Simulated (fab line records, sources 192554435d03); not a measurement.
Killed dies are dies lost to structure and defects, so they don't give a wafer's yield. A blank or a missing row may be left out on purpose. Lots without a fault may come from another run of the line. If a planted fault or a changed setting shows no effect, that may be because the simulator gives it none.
Which tool is to blame? || flow n5_finfet || 8 lots, 23 wafers sampled, at 6 steps of a route of 1938

WHAT EACH GAUGE READ, for each wafer
N5_DUMMY_GATE_OVL_MEAS_16.
{"lot": "L483", "measured": "day 3 03:51", "on": "overlay-02", "GATE_OVL (nm)": "0.5 -0.4"}
{"lot": "L486", "measured": "day 4 01:14", "on": "overlay-02", "GATE_OVL (nm)": "-0.1 -0.7 -1.0"}
{"lot": "L493", "measured": "day 5 19:02", "on": "overlay-02", "GATE_OVL (nm)": "0.3 0.9 0.6"}
{"lot": "L494", "measured": "day 5 23:32", "on": "overlay-02", "GATE_OVL (nm)": "0.9 1.5 1.0"}
{"lot": "L500", "measured": "day 7 10:30", "on": "overlay-01", "GATE_OVL (nm)": "2.0 1.0 0.7"}
{"lot": "L501", "measured": "day 7 16:33", "on": "overlay-02", "GATE_OVL (nm)": "-0.2 0.7 0.5"}
{"lot": "L502", "measured": "day 8 00:22", "on": "overlay-02", "GATE_OVL (nm)": "-0.2 -0.2 -0.6"}
{"lot": "L504", "measured": "day 8 09:56", "on": "overlay-02", "GATE_OVL (nm)": "0.0 1.0 0.2"}

N5_BEOL_M4_RC_MEAS_101.
{"lot": "L483", "measured": "day 12 07:51", "on": "prober-01", "DIBL_N (mV/V)": "33.3 34.5", "DIBL_P (mV/V)": "35 36", "IOFF_N (nA/um)": "0.12 0.13", "IOFF_N_85C (nA/um)": "2.5 2.7", "IOFF_N_LIN (nA/um)": "0.060 0.066", "IOFF_P (nA/um)": "0.19 0.23", "IOFF_P_85C (nA/um)": "3.3 3.8", "IOFF_P_LIN (nA/um)": "0.096 0.110", "ION_N (uA/um)": "655 664", "ION_P (uA/um)": "460 464", "REXT_N (ohm.um)": "75.0 74.7", "REXT_P (ohm.um)": "99.9 98.9", "SS_N (mV/dec)": "70.6 70.5", "SS_P (mV/dec)": "73.0 72.7", "VT_N (mV)": "254 249", "VT_N_LVT (mV)": "104 101", "VT_P (mV)": "-250 -244", "VT_P_LVT (mV)": "-100 -96"}
{"lot": "L486", "measured": "day 12 16:52", "on": "prober-02", "DIBL_N (mV/V)": "35.8 34.3 34.7", "DIBL_P (mV/V)": "36 34 35", "IOFF_N (nA/um)": "0.15 0.13 0.14", "IOFF_N_85C (nA/um)": "3.0 2.6 2.8", "IOFF_N_LIN (nA/um)": "0.075 0.066 0.071", "IOFF_P (nA/um)": "0.20 0.17 0.19", "IOFF_P_85C (nA/um)": "3.5 3.1 3.3", "IOFF_P_LIN (nA/um)": "0.098 0.090 0.095", "ION_N (uA/um)": "674 669 677", "ION_P (uA/um)": "458 461 460", "REXT_N (ohm.um)": "74.3 75.0 74.6", "REXT_P (ohm.um)": "104.4 103.8 103.7", "SS_N (mV/dec)": "71.7 71.1 70.5", "SS_P (mV/dec)": "72.9 72.6 72.1", "VT_N (mV)": "249 249 249", "VT_N_LVT (mV)": "98 99 98", "VT_P (mV)": "-251 -252 -251", "VT_P_LVT (mV)": "-100 -101 -101"}
{"lot": "L493", "measured": "day 14 05:34", "on": "prober-02", "DIBL_N (mV/V)": "52.7 51.4 54.5", "DIBL_P (mV/V)": "49 47 50", "IOFF_N (nA/um)": "0.56 0.57 0.74", "IOFF_N_85C (nA/um)": "9.0 9.2 11.3", "IOFF_N_LIN (nA/um)": "0.191 0.207 0.246", "IOFF_P (nA/um)": "0.96 0.84 1.10", "IOFF_P_85C (nA/um)": "12.8 11.6 14.5", "IOFF_P_LIN (nA/um)": "0.347 0.326 0.389", "ION_N (uA/um)": "741 752 767", "ION_P (uA/um)": "523 530 530", "REXT_N (ohm.um)": "60.3 59.9 59.8", "REXT_P (ohm.um)": "84.4 84.7 84.6", "SS_N (mV/dec)": "74.3 74.3 75.1", "SS_P (mV/dec)": "76.2 73.9 75.9", "VT_N (mV)": "231 228 227", "VT_N_LVT (mV)": "83 78 78", "VT_P (mV)": "-224 -223 -221", "VT_P_LVT (mV)": "-74 -75 -71"}
{"lot": "L494", "measured": "day 13 09:17", "on": "prober-02", "DIBL_N (mV/V)": "51.3 54.0 50.3", "DIBL_P (mV/V)": "49 46 46", "IOFF_N (nA/um)": "0.58 0.75 0.47", "IOFF_N_85C (nA/um)": "9.3 11.4 7.7", "IOFF_N_LIN (nA/um)": "0.206 0.217 0.169", "IOFF_P (nA/um)": "0.92 0.70 0.65", "IOFF_P_85C (nA/um)": "12.5 9.9 9.3", "IOFF_P_LIN (nA/um)": "0.334 0.275 0.255", "ION_N (uA/um)": "774 754 736", "ION_P (uA/um)": "541 523 508", "REXT_N (ohm.um)": "61.3 62.6 63.5", "REXT_P (ohm.um)": "80.3 83.1 83.6", "SS_N (mV/dec)": "74.1 76.1 73.2", "SS_P (mV/dec)": "75.8 74.3 74.3", "VT_N (mV)": "230 227 234", "VT_N_LVT (mV)": "76 74 81", "VT_P (mV)": "-223 -229 -230", "VT_P_LVT (mV)": "-71 -75 -77"}
{"lot": "L500", "measured": "day 15 19:40", "on": "prober-02", "DIBL_N (mV/V)": "36.0 34.3 38.8", "DIBL_P (mV/V)": "35 33 39", "IOFF_N (nA/um)": "0.16 0.15 0.24", "IOFF_N_85C (nA/um)": "3.1 2.8 4.4", "IOFF_N_LIN (nA/um)": "0.078 0.073 0.110", "IOFF_P (nA/um)": "0.22 0.20 0.29", "IOFF_P_85C (nA/um)": "3.8 3.5 4.7", "IOFF_P_LIN (nA/um)": "0.107 0.103 0.128", "ION_N (uA/um)": "669 670 688", "ION_P (uA/um)": "460 459 464", "REXT_N (ohm.um)": "74.7 74.2 74.8", "REXT_P (ohm.um)": "102.5 100.5 102.3", "SS_N (mV/dec)": "71.3 71.2 72.0", "SS_P (mV/dec)": "72.8 72.3 73.4", "VT_N (mV)": "248 248 243", "VT_N_LVT (mV)": "98 97 91", "VT_P (mV)": "-247 -248 -247", "VT_P_LVT (mV)": "-97 -98 -94"}
{"lot": "L501", "measured": "day 17 04:29", "on": "prober-01", "DIBL_N (mV/V)": "35.1 36.6 35.3", "DIBL_P (mV/V)": "37 38 37", "IOFF_N (nA/um)": "0.15 0.19 0.15", "IOFF_N_85C (nA/um)": "2.9 3.5 2.9", "IOFF_N_LIN (nA/um)": "0.072 0.084 0.067", "IOFF_P (nA/um)": "0.23 0.23 0.21", "IOFF_P_85C (nA/um)": "3.8 3.9 3.5", "IOFF_P_LIN (nA/um)": "0.105 0.107 0.098", "ION_N (uA/um)": "659 682 665", "ION_P (uA/um)": "460 457 454", "REXT_N (ohm.um)": "75.0 73.8 73.2", "REXT_P (ohm.um)": "105.2 107.1 105.7", "SS_N (mV/dec)": "71.3 72.4 71.9", "SS_P (mV/dec)": "73.8 73.2 73.4", "VT_N (mV)": "250 248 252", "VT_N_LVT (mV)": "100 99 103", "VT_P (mV)": "-250 -250 -250", "VT_P_LVT (mV)": "-99 -99 -101"}
{"lot": "L502", "measured": "day 15 22:50", "on": "prober-02", "DIBL_N (mV/V)": "37.6 39.2 36.5", "DIBL_P (mV/V)": "38 41 37", "IOFF_N (nA/um)": "0.17 0.21 0.15", "IOFF_N_85C (nA/um)": "3.3 3.9 2.9", "IOFF_N_LIN (nA/um)": "0.081 0.096 0.070", "IOFF_P (nA/um)": "0.20 0.28 0.20", "IOFF_P_85C (nA/um)": "3.6 4.6 3.5", "IOFF_P_LIN (nA/um)": "0.095 0.119 0.093", "ION_N (uA/um)": "673 674 675", "ION_P (uA/um)": "458 466 462", "REXT_N (ohm.um)": "75.9 76.4 75.9", "REXT_P (ohm.um)": "103.0 100.8 100.6", "SS_N (mV/dec)": "71.3 72.2 71.2", "SS_P (mV/dec)": "73.8 75.1 73.9", "VT_N (mV)": "248 249 248", "VT_N_LVT (mV)": "96 95 100", "VT_P (mV)": "-252 -249 -254", "VT_P_LVT (mV)": "-99 -96 -99"}
{"lot": "L504", "measured": "day 16 04:26", "on": "prober-02", "DIBL_N (mV/V)": "39.9 36.0 35.4", "DIBL_P (mV/V)": "39 34 33", "IOFF_N (nA/um)": "0.22 0.14 0.13", "IOFF_N_85C (nA/um)": "4.0 2.7 2.6", "IOFF_N_LIN (nA/um)": "0.098 0.067 0.064", "IOFF_P (nA/um)": "0.24 0.17 0.17", "IOFF_P_85C (nA/um)": "4.3 3.2 3.3", "IOFF_P_LIN (nA/um)": "0.112 0.087 0.090", "ION_N (uA/um)": "707 661 670", "ION_P (uA/um)": "474 450 460", "REXT_N (ohm.um)": "72.6 74.8 73.6", "REXT_P (ohm.um)": "98.5 101.0 97.9", "SS_N (mV/dec)": "72.3 70.8 70.4", "SS_P (mV/dec)": "74.2 73.0 72.0", "VT_N (mV)": "244 250 251", "VT_N_LVT (mV)": "95 101 101", "VT_P (mV)": "-250 -252 -248", "VT_P_LVT (mV)": "-98 -103 -102"}

WHAT TOOL EACH LOT RAN ON (gives the tool, then ch and the chambers of the sampled wafers, and finally the start)
{"lot": "L483", "N5_DUMMY_GATE_ETCH_37": "rie_diel-02 ch 1,2, day 3 04:05", "N5_SPACER0_ALD_07": "ald_sin-03 ch 0,2, day 3 05:20", "N5_SPACER0_ALD_08": "ald_sin-03 ch 0,2, day 3 05:44", "N5_SD_EPI_N_ETCHBACK_44": "rie_diel-04 ch 2,3, day 3 06:48"}
{"lot": "L486", "N5_DUMMY_GATE_ETCH_37": "rie_diel-06 ch 1,2,3, day 4 01:28", "N5_SPACER0_ALD_07": "ald_sin-02 ch 0,1,2, day 4 02:31", "N5_SPACER0_ALD_08": "ald_sin-02 ch 0,1,2, day 4 02:55", "N5_SD_EPI_N_ETCHBACK_44": "rie_diel-03 ch 0,1,2, day 4 03:51"}
{"lot": "L493", "N5_DUMMY_GATE_ETCH_37": "rie_diel-02 ch 0,2,3, day 5 19:36", "N5_SPACER0_ALD_07": "ald_sin-02 ch 1,2,3, day 5 20:39", "N5_SPACER0_ALD_08": "ald_sin-02 ch 1,2,3, day 5 21:04", "N5_SD_EPI_N_ETCHBACK_44": "rie_diel-03 ch 0,1, day 5 22:29"}
{"lot": "L494", "N5_DUMMY_GATE_ETCH_37": "rie_diel-06 ch 0,2,3, day 5 23:46", "N5_SPACER0_ALD_07": "ald_sin-01 ch 0,2,3, day 6 00:49", "N5_SPACER0_ALD_08": "ald_sin-01 ch 0,2,3, day 6 01:14", "N5_SD_EPI_N_ETCHBACK_44": "rie_diel-03 ch 0,3, day 6 02:17"}
{"lot": "L500", "N5_DUMMY_GATE_ETCH_37": "rie_diel-05 ch 0,1,2, day 7 10:44", "N5_SPACER0_ALD_07": "ald_sin-02 ch 0,3, day 7 12:53", "N5_SPACER0_ALD_08": "ald_sin-02 ch 0,3, day 7 13:18", "N5_SD_EPI_N_ETCHBACK_44": "rie_diel-01 ch 0,2,3, day 7 14:22"}
{"lot": "L501", "N5_DUMMY_GATE_ETCH_37": "rie_diel-05 ch 0,1,2, day 7 16:47", "N5_SPACER0_ALD_07": "ald_sin-01 ch 1,3, day 7 17:53", "N5_SPACER0_ALD_08": "ald_sin-01 ch 1,3, day 7 18:18", "N5_SD_EPI_N_ETCHBACK_44": "rie_diel-03 ch 0,2, day 7 19:47"}
{"lot": "L502", "N5_DUMMY_GATE_ETCH_37": "rie_diel-02 ch 1,2,3, day 8 00:43", "N5_SPACER0_ALD_07": "ald_sin-02 ch 1,3, day 8 02:11", "N5_SPACER0_ALD_08": "ald_sin-02 ch 1,3, day 8 02:35", "N5_SD_EPI_N_ETCHBACK_44": "rie_diel-01 ch 1,2,3, day 8 03:39"}
{"lot": "L504", "N5_DUMMY_GATE_ETCH_37": "rie_diel-06 ch 0,1,2, day 8 10:56", "N5_SPACER0_ALD_07": "ald_sin-01 ch 0,1,2, day 8 12:09", "N5_SPACER0_ALD_08": "ald_sin-01 ch 0,1,2, day 8 12:34", "N5_SD_EPI_N_ETCHBACK_44": "rie_diel-01 ch 0,2,3, day 8 13:32"}
- N5_DUMMY_GATE_ETCH_37: etches SOC in N2/H2, target depth 60 nm, overetch 30 nm.
- N5_SPACER0_ALD_07: deposits SiNx, target thk 2 nm.
- N5_SPACER0_ALD_08: deposits SiNx, target thk 2 nm.
- N5_SD_EPI_N_ETCHBACK_44: etches SiNx in CH3F/O2, stops on SiO2, target depth 14.5 nm.

AS READ BY THE TOOLS THEMSELVES (means over the sampled wafers that have a number; for cases with no such wafer, the mark the record gives instead)
N5_DUMMY_GATE_ETCH_37.
{"lot": "L483", "tool": "rie_diel-02", "drypump_motor_current_A (A)": 5.7, "n2_flow_sccm (sccm)": 200.6, "oes_product_au (a.u.)": 0.63, "rf_vpp_V (V)": 527.9, "showerhead_plenum_p_Torr (Torr)": 2.66, "throttle_valve_pct (%)": 17.68}
{"lot": "L486", "tool": "rie_diel-06", "drypump_motor_current_A (A)": 5.7, "n2_flow_sccm (sccm)": 200.6, "oes_product_au (a.u.)": 0.61, "rf_vpp_V (V)": 526.1, "showerhead_plenum_p_Torr (Torr)": 2.60, "throttle_valve_pct (%)": 17.69}
{"lot": "L493", "tool": "rie_diel-02", "drypump_motor_current_A (A)": 5.2, "n2_flow_sccm (sccm)": 200.5, "oes_product_au (a.u.)": 0.61, "rf_vpp_V (V)": 523.1, "showerhead_plenum_p_Torr (Torr)": 2.51, "throttle_valve_pct (%)": 18.15}
{"lot": "L494", "tool": "rie_diel-06", "drypump_motor_current_A (A)": 5.8, "n2_flow_sccm (sccm)": 199.7, "oes_product_au (a.u.)": 0.58, "rf_vpp_V (V)": 524.3, "showerhead_plenum_p_Torr (Torr)": 2.56, "throttle_valve_pct (%)": 17.96}
{"lot": "L500", "tool": "rie_diel-05", "drypump_motor_current_A (A)": 5.5, "n2_flow_sccm (sccm)": 200.1, "oes_product_au (a.u.)": 0.60, "rf_vpp_V (V)": 525.4, "showerhead_plenum_p_Torr (Torr)": 2.59, "throttle_valve_pct (%)": 17.96}
{"lot": "L501", "tool": "rie_diel-05", "drypump_motor_current_A (A)": 5.6, "n2_flow_sccm (sccm)": 200.3, "oes_product_au (a.u.)": 0.60, "rf_vpp_V (V)": 524.3, "showerhead_plenum_p_Torr (Torr)": 2.59, "throttle_valve_pct (%)": 17.97}
{"lot": "L502", "tool": "rie_diel-02", "drypump_motor_current_A (A)": 5.7, "n2_flow_sccm (sccm)": 200.3, "oes_product_au (a.u.)": 0.63, "rf_vpp_V (V)": 525.6, "showerhead_plenum_p_Torr (Torr)": 2.60, "throttle_valve_pct (%)": 17.97}
{"lot": "L504", "tool": "rie_diel-06", "drypump_motor_current_A (A)": 5.7, "n2_flow_sccm (sccm)": 199.7, "oes_product_au (a.u.)": 0.62, "rf_vpp_V (V)": 524.5, "showerhead_plenum_p_Torr (Torr)": 2.58, "throttle_valve_pct (%)": 17.74}

N5_SPACER0_ALD_07.
{"lot": "L483", "tool": "ald_sin-03", "chamber_pressure_Torr (Torr)": 2.002, "heater_power_outer_w (W)": 570, "heater_power_w (W)": 906, "susceptor_temp_C (C)": 400.10}
{"lot": "L486", "tool": "ald_sin-02", "chamber_pressure_Torr (Torr)": 2.000, "heater_power_outer_w (W)": 454, "heater_power_w (W)": 733, "susceptor_temp_C (C)": 400.00}
{"lot": "L493", "tool": "ald_sin-02", "chamber_pressure_Torr (Torr)": "-", "heater_power_outer_w (W)": "-", "heater_power_w (W)": "-", "susceptor_temp_C (C)": "-"}
{"lot": "L494", "tool": "ald_sin-01", "chamber_pressure_Torr (Torr)": "-", "heater_power_outer_w (W)": "-", "heater_power_w (W)": "-", "susceptor_temp_C (C)": "-"}
{"lot": "L500", "tool": "ald_sin-02", "chamber_pressure_Torr (Torr)": 1.999, "heater_power_outer_w (W)": 453, "heater_power_w (W)": 749, "susceptor_temp_C (C)": 399.97}
{"lot": "L501", "tool": "ald_sin-01", "chamber_pressure_Torr (Torr)": 2.006, "heater_power_outer_w (W)": 559, "heater_power_w (W)": 895, "susceptor_temp_C (C)": 400.16}
{"lot": "L502", "tool": "ald_sin-02", "chamber_pressure_Torr (Torr)": 1.997, "heater_power_outer_w (W)": 450, "heater_power_w (W)": 751, "susceptor_temp_C (C)": 400.31}
{"lot": "L504", "tool": "ald_sin-01", "chamber_pressure_Torr (Torr)": 1.997, "heater_power_outer_w (W)": 534, "heater_power_w (W)": 839, "susceptor_temp_C (C)": 399.88}

N5_SPACER0_ALD_08.
{"lot": "L483", "tool": "ald_sin-03", "chamber_pressure_Torr (Torr)": 2.002, "heater_power_outer_w (W)": 568, "heater_power_w (W)": 876, "susceptor_temp_C (C)": 399.97}
{"lot": "L486", "tool": "ald_sin-02", "chamber_pressure_Torr (Torr)": 2.000, "heater_power_outer_w (W)": 451, "heater_power_w (W)": 747, "susceptor_temp_C (C)": 399.86}
{"lot": "L493", "tool": "ald_sin-02", "chamber_pressure_Torr (Torr)": 1.999, "heater_power_outer_w (W)": 467, "heater_power_w (W)": 774, "susceptor_temp_C (C)": 400.15}
{"lot": "L494", "tool": "ald_sin-01", "chamber_pressure_Torr (Torr)": 1.998, "heater_power_outer_w (W)": 534, "heater_power_w (W)": 832, "susceptor_temp_C (C)": 400.08}
{"lot": "L500", "tool": "ald_sin-02", "chamber_pressure_Torr (Torr)": 2.000, "heater_power_outer_w (W)": 451, "heater_power_w (W)": 737, "susceptor_temp_C (C)": 400.04}
{"lot": "L501", "tool": "ald_sin-01", "chamber_pressure_Torr (Torr)": 2.001, "heater_power_outer_w (W)": 563, "heater_power_w (W)": 918, "susceptor_temp_C (C)": 400.04}
{"lot": "L502", "tool": "ald_sin-02", "chamber_pressure_Torr (Torr)": 1.997, "heater_power_outer_w (W)": 464, "heater_power_w (W)": 764, "susceptor_temp_C (C)": 399.91}
{"lot": "L504", "tool": "ald_sin-01", "chamber_pressure_Torr (Torr)": 2.002, "heater_power_outer_w (W)": 534, "heater_power_w (W)": 842, "susceptor_temp_C (C)": 399.99}

N5_SD_EPI_N_ETCHBACK_44.
{"lot": "L483", "tool": "rie_diel-04", "drypump_motor_current_A (A)": 5.30, "oes_product_au (a.u.)": 0.64, "rf_vpp_V (V)": 304, "showerhead_plenum_p_Torr (Torr)": 2.07, "throttle_valve_pct (%)": 16.46}
{"lot": "L486", "tool": "rie_diel-03", "drypump_motor_current_A (A)": 5.75, "oes_product_au (a.u.)": 0.67, "rf_vpp_V (V)": 289, "showerhead_plenum_p_Torr (Torr)": 2.01, "throttle_valve_pct (%)": 16.39}
{"lot": "L493", "tool": "rie_diel-03", "drypump_motor_current_A (A)": 5.70, "oes_product_au (a.u.)": 0.29, "rf_vpp_V (V)": 284, "showerhead_plenum_p_Torr (Torr)": 1.96, "throttle_valve_pct (%)": 16.42}
{"lot": "L494", "tool": "rie_diel-03", "drypump_motor_current_A (A)": 5.58, "oes_product_au (a.u.)": 0.28, "rf_vpp_V (V)": 288, "showerhead_plenum_p_Torr (Torr)": 1.96, "throttle_valve_pct (%)": 16.30}
{"lot": "L500", "tool": "rie_diel-01", "drypump_motor_current_A (A)": 5.76, "oes_product_au (a.u.)": 0.65, "rf_vpp_V (V)": 299, "showerhead_plenum_p_Torr (Torr)": 1.97, "throttle_valve_pct (%)": 16.44}
{"lot": "L501", "tool": "rie_diel-03", "drypump_motor_current_A (A)": 5.67, "oes_product_au (a.u.)": 0.62, "rf_vpp_V (V)": 290, "showerhead_plenum_p_Torr (Torr)": 2.01, "throttle_valve_pct (%)": 16.40}
{"lot": "L502", "tool": "rie_diel-01", "drypump_motor_current_A (A)": 5.68, "oes_product_au (a.u.)": 0.66, "rf_vpp_V (V)": 312, "showerhead_plenum_p_Torr (Torr)": 2.02, "throttle_valve_pct (%)": 16.46}
{"lot": "L504", "tool": "rie_diel-01", "drypump_motor_current_A (A)": 5.75, "oes_product_au (a.u.)": 0.65, "rf_vpp_V (V)": 299, "showerhead_plenum_p_Torr (Torr)": 1.97, "throttle_valve_pct (%)": 16.46}

THE ANSWER, worked out from the rows above alone
Rule: usual is defined by the lots themselves. Put in order of their means at a reading, lots are off if they are a third of the lots or fewer, leave a main group of 4 or more, and stand apart from it by a gap of 3 or more times the standard deviation of the main group's means; of several such gaps the widest counts. A main group is skipped when, at the precision printed for the reading in the tables above, its means are all equal. Also off: a lot with no number at a reading for which 4 or more lots have one. Where the step has rows for the other lots, those lots are counted as sound. Order of review: gauges by route order, followed by the tools' own readings, for which a lot's mean as printed above is used. At the first step where some lot is off, the reading lying furthest off is the one used; lots without a number count as furthest.
Off: at N5_BEOL_M4_RC_MEAS_101 (ION_P), L493, L494. The main group: mean 460 uA/um, standard deviation 1.8.
If a tool, at a process step before that reading, ran all the lots that are off and no sound lot after the first of them, it fits. The gauges at N5_BEOL_M4_RC_MEAS_101 aren't tried: what is off there is off at N5_SPACER0_ALD_07 too, on other tools, and a gauge's error can't cause that. Not one of the candidates tried fits.

WHAT THE SIMULATOR HAD PUT IN
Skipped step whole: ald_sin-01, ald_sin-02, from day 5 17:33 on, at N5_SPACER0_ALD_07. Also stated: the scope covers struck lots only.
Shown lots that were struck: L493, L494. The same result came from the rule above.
